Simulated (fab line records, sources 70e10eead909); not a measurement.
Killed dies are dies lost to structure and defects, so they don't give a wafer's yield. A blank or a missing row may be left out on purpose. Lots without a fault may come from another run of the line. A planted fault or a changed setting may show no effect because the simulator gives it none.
Which tool did it? | flow nand_harc | 13 lots, 39 wafers sampled, at 7 steps of a route of 1302

WHAT THE GAUGES READ, wafer by wafer
NHARC_P_M1_THK_MEAS_24: measures by xrf.
lot  | measured     | on            | thk_nm (nm)
L155 | day 6 09:14  | film_metro-02 | 158.5 157.5 159.1
L157 | day 7 12:32  | film_metro-02 | 159.4 156.9 158.3
L162 | day 9 04:08  | film_metro-01 | 30.2 29.8 29.5 30.9 30.6 30.1
L163 | day 9 14:54  | film_metro-02 | 29.7 33.3 30.8 30.9 31.0 32.0
L167 | day 11 06:34 | film_metro-01 | 157.5 157.7 155.7
L168 | day 11 17:28 | film_metro-01 | 156.7 156.0 157.3
L170 | day 12 14:29 | film_metro-01 | 156.2 159.0 156.5
L171 | day 13 11:03 | film_metro-02 | 159.2 158.2 159.1
L172 | day 13 14:41 | film_metro-01 | 158.1 155.7 157.6
L174 | day 14 17:40 | film_metro-01 | 157.2 157.8 157.0
L176 | day 15 13:10 | film_metro-01 | 156.8 154.8 156.3
L177 | day 15 19:31 | film_metro-01 | 157.6 157.6 157.1
L178 | day 16 07:58 | film_metro-01 | 157.4 159.7 159.8

NHARC_END_SORT_01.
lot  | measured     | on        | defect_limited_yield (%) | killed_at_array | killed_at_other | killed_at_periphery | killed_dies | killed_open | killed_short
L155 | day 24 01:03 | prober-02 | 89.5 90.3 88.8           | 68 63 67        | 0 0 0           | 3 3 9               | 71 66 76    | 2 2 5       | 3 3 2
L157 | day 25 11:32 | prober-01 | 91.6 91.0 90.5           | 54 57 59        | 1 0 2           | 2 4 3               | 57 61 64    | 4 6 5       | 4 3 5
L167 | day 29 14:55 | prober-01 | 95.0 95.3 95.4           | 27 23 24        | 0 1 2           | 7 8 5               | 34 32 31    | 5 3 8       | 3 4 3
L168 | day 30 00:46 | prober-02 | 91.6 90.0 90.5           | 56 68 63        | 0 0 0           | 1 0 1               | 57 68 64    | 1 1 4       | 3 3 1
L170 | day 30 14:54 | prober-01 | 87.7 91.6 90.1           | 77 51 61        | 1 0 0           | 5 6 6               | 83 57 67    | 4 5 2       | 2 3 3
L171 | day 31 03:02 | prober-01 | 93.8 91.9 94.2           | 32 48 33        | 0 1 1           | 10 6 5              | 42 55 39    | 3 2 2       | 2 6 6
L172 | day 31 02:09 | prober-02 | 88.8 90.3 88.9           | 68 64 72        | 0 0 2           | 8 2 1               | 76 66 75    | 0 1 3       | 5 0 2
L174 | day 33 05:29 | prober-01 | 90.7 90.1 90.3           | 57 57 63        | 2 2 1           | 4 8 2               | 63 67 66    | 2 3 3       | 2 2 0
L176 | day 33 12:15 | prober-02 | 94.8 95.3 95.3           | 32 24 28        | 0 5 2           | 3 3 2               | 35 32 32    | 6 5 3       | 4 4 5
L177 | day 34 07:01 | prober-01 | 89.1 89.2 90.8           | 73 70 57        | 1 0 0           | 0 3 5               | 74 73 62    | 3 3 7       | 1 4 4
L178 | day 34 07:03 | prober-02 | 88.9 85.2 86.9           | 72 97 85        | 0 1 1           | 3 2 3               | 75 100 89   | 3 5 0       | 5 2 4

WHICH TOOL RAN EACH LOT (tool, then ch and the chambers of the sampled wafers, then the start)
lot  | NHARC_P_M1_PRE_CLEAN_30                 | NHARC_P_M1_PVD_20                       | NHARC_P_M1_ECD_22              | NHARC_P_M1_CMP_23             | NHARC_P_M1_DEP_33
L155 | pvd_sputter-03, day 6 08:14 or earlier  | pvd_sputter-03, day 6 08:14 or earlier  | ecd_cu-01 ch 0,1, day 6 08:14  | cmp-04 ch 1,2,3, day 6 08:57  | pecvd-01 ch 0,1,2, day 6 09:32
L157 | pvd_sputter-02, day 7 11:29 or earlier  | pvd_sputter-02, day 7 11:29 or earlier  | ecd_cu-01 ch 0,1, day 7 11:29  | cmp-02 ch 0,2,3, day 7 12:16  | pecvd-03 ch 0,1,2, day 7 12:52
L162 | pvd_sputter-02, day 9 03:12 or earlier  | pvd_sputter-02, day 9 03:12 or earlier  | ecd_cu-02 ch 0,1, day 9 03:12  | cmp-01 ch 2,3, day 9 03:50    | -
L163 | pvd_sputter-03, day 9 13:58 or earlier  | pvd_sputter-03, day 9 13:58 or earlier  | ecd_cu-02 ch 0,1, day 9 13:58  | cmp-04 ch 0,1, day 9 14:37    | -
L167 | pvd_sputter-03, day 11 05:35 or earlier | pvd_sputter-03, day 11 05:35 or earlier | ecd_cu-01 ch 0,1, day 11 05:35 | cmp-02 ch 0,2, day 11 06:17   | pecvd-03 ch 0,1, day 11 06:58
L168 | pvd_sputter-03, day 11 16:25 or earlier | pvd_sputter-03, day 11 16:25 or earlier | ecd_cu-02 ch 0,1, day 11 16:25 | cmp-04 ch 0,1,3, day 11 17:10 | pecvd-03 ch 0,2, day 11 17:49
L170 | pvd_sputter-03, day 12 13:28 or earlier | pvd_sputter-03, day 12 13:28 or earlier | ecd_cu-02 ch 0,1, day 12 13:28 | cmp-02 ch 1,2, day 12 14:13   | pecvd-01 ch 0,2, day 12 14:50
L171 | pvd_sputter-03, day 13 10:04 or earlier | pvd_sputter-03, day 13 10:04 or earlier | ecd_cu-01 ch 0, day 13 10:04   | cmp-02 ch 1,2, day 13 10:44   | pecvd-01 ch 0,1, day 13 11:21
L172 | pvd_sputter-03, day 13 13:39 or earlier | pvd_sputter-03, day 13 13:39 or earlier | ecd_cu-02 ch 0,1, day 13 13:39 | cmp-04 ch 0,1,3, day 13 14:23 | pecvd-01 ch 0,1,2, day 13 14:59
L174 | pvd_sputter-02, day 14 16:38 or earlier | pvd_sputter-02, day 14 16:38 or earlier | ecd_cu-02 ch 0,1, day 14 16:38 | cmp-02 ch 1,2, day 14 17:23   | pecvd-03 ch 0, day 14 18:05
L176 | pvd_sputter-01, day 15 12:08 or earlier | pvd_sputter-01, day 15 12:08 or earlier | ecd_cu-02 ch 1, day 15 12:08   | cmp-02 ch 0,3, day 15 12:51   | pecvd-02 ch 0,2, day 15 13:31
L177 | pvd_sputter-01, day 15 18:29 or earlier | pvd_sputter-01, day 15 18:29 or earlier | ecd_cu-01 ch 0, day 15 18:29   | cmp-04 ch 0,2, day 15 19:13   | pecvd-02 ch 0,2, day 15 19:50
L178 | pvd_sputter-01, day 16 06:55 or earlier | pvd_sputter-01, day 16 06:55 or earlier | ecd_cu-02 ch 0,1, day 16 06:55 | cmp-01 ch 1,2, day 16 07:41   | pecvd-02 ch 0,1, day 16 08:16
- NHARC_P_M1_PRE_CLEAN_30: time 30 s.
- NHARC_P_M1_PVD_20: deposits TaN, target thk 5 nm, time 8.06 s.
- NHARC_P_M1_ECD_22: material Cu, target thk 400 nm.
- NHARC_P_M1_CMP_23: polishes, t overpolish 20 s, target thk 157.82 nm.
- NHARC_P_M1_DEP_33: deposits SiCN, target thk 30 nm.

WHAT THE TOOLS THEMSELVES READ (means of the sampled wafers that have a number; where no wafer has one, the mark that the record gives instead)
NHARC_P_M1_PRE_CLEAN_30.
lot  | tool           | heater_power_w (W)
L155 | pvd_sputter-03 | 412
L157 | pvd_sputter-02 | 395
L162 | pvd_sputter-02 | 414
L163 | pvd_sputter-03 | 392
L167 | pvd_sputter-03 | 398
L168 | pvd_sputter-03 | 381
L170 | pvd_sputter-03 | 408
L171 | pvd_sputter-03 | 387
L172 | pvd_sputter-03 | 402
L174 | pvd_sputter-02 | 407
L176 | pvd_sputter-01 | 381
L177 | pvd_sputter-01 | 396
L178 | pvd_sputter-01 | 370

NHARC_P_M1_PVD_20.
lot  | tool           | throttle_valve_pct (%)
L155 | pvd_sputter-03 | 29.2
L157 | pvd_sputter-02 | 31.0
L162 | pvd_sputter-02 | 30.2
L163 | pvd_sputter-03 | 28.9
L167 | pvd_sputter-03 | 30.2
L168 | pvd_sputter-03 | 29.8
L170 | pvd_sputter-03 | 29.1
L171 | pvd_sputter-03 | 29.6
L172 | pvd_sputter-03 | 29.4
L174 | pvd_sputter-02 | 30.4
L176 | pvd_sputter-01 | 31.2
L177 | pvd_sputter-01 | 29.2
L178 | pvd_sputter-01 | 31.0

NHARC_P_M1_ECD_22.
lot  | tool      | bath_heat_duty_pct (%) | bath_temp_c (C)
L155 | ecd_cu-01 | 6.8                    | 25.05
L157 | ecd_cu-01 | 7.0                    | 24.94
L162 | ecd_cu-02 | -                      | -
L163 | ecd_cu-02 | -                      | -
L167 | ecd_cu-01 | 7.1                    | 25.00
L168 | ecd_cu-02 | 7.4                    | 25.01
L170 | ecd_cu-02 | 7.5                    | 25.04
L171 | ecd_cu-01 | 7.6                    | 25.06
L172 | ecd_cu-02 | 7.4                    | 25.11
L174 | ecd_cu-02 | 7.7                    | 25.02
L176 | ecd_cu-02 | 8.3                    | 25.05
L177 | ecd_cu-01 | 7.4                    | 25.08
L178 | ecd_cu-02 | 7.9                    | 24.94

NHARC_P_M1_CMP_23.
lot  | tool   | motor_current_A (A) | slurry_flow_ml_min | time_to_endpoint_s (s)
L155 | cmp-04 | 10.7                | 150.5              | 29.9
L157 | cmp-02 | 12.0                | 149.6              | 32.0
L162 | cmp-01 | 10.6                | 150.5              | 1.1
L163 | cmp-04 | 11.7                | 149.8              | 2.2
L167 | cmp-02 | 12.4                | 150.5              | 27.3
L168 | cmp-04 | 11.7                | 150.2              | 27.8
L170 | cmp-02 | 11.5                | 150.1              | 30.2
L171 | cmp-02 | 12.0                | 150.5              | 30.9
L172 | cmp-04 | 11.4                | 150.2              | 23.7
L174 | cmp-02 | 11.1                | 150.6              | 30.0
L176 | cmp-02 | 12.8                | 150.2              | 26.2
L177 | cmp-04 | 12.3                | 150.1              | 30.8
L178 | cmp-01 | 10.7                | 150.4              | 31.2

NHARC_P_M1_DEP_33.
lot  | tool     | heater_power_w (W) | showerhead_vpp_V (V)
L155 | pecvd-01 | 530                | 1249
L157 | pecvd-03 | 610                | 1255
L167 | pecvd-03 | 558                | 1275
L168 | pecvd-03 | 595                | 1237
L170 | pecvd-01 | 584                | 1228
L171 | pecvd-01 | 605                | 1233
L172 | pecvd-01 | 579                | 1249
L174 | pecvd-03 | 695                | 1226
L176 | pecvd-02 | 657                | 1276
L177 | pecvd-02 | 646                | 1269
L178 | pecvd-02 | 623                | 1288

THE ANSWER, worked out from the rows above alone
Rule: what is usual is taken from the lots themselves. Put in order of their means at a reading, lots are off if they are a third of the lots or fewer, leave a main group of 4 or more, and stand apart from it by a gap of 3 or more times the standard deviation of the main group's means; of several such gaps the widest counts. A main group whose means are all the same, to the digits that the tables above print for the reading, isn't used. A lot without any number at a reading at which 4 lots or more have one is off too. The other lots that the step has rows for count as sound. The gauges are gone through in route order, then the tools' own readings, and for those a lot's mean is taken as printed above. The first step at which some lot is off is used, and at that step the reading that is off furthest; a lot without a number counts as furthest.
Off: L162, L163, at NHARC_P_M1_THK_MEAS_24 (thk_nm). The main group: mean 157.6 nm, standard deviation 0.89.
A tool fits if, at a process step before that reading, it ran every lot that is off, and no sound lot after the first of them. The gauges at NHARC_P_M1_THK_MEAS_24 aren't tried: what is off there is off at NHARC_P_M1_ECD_22 too, on other tools, and a gauge's error can't cause that. NHARC_P_M1_PRE_CLEAN_30 gives no start for some lots, so the hours and the order of its lots are those of NHARC_P_M1_ECD_22. NHARC_P_M1_PVD_20 gives no start for some lots, so the hours and the order of its lots are those of NHARC_P_M1_ECD_22. None of those tried fits.

WHAT THE SIMULATOR HAD PUT IN
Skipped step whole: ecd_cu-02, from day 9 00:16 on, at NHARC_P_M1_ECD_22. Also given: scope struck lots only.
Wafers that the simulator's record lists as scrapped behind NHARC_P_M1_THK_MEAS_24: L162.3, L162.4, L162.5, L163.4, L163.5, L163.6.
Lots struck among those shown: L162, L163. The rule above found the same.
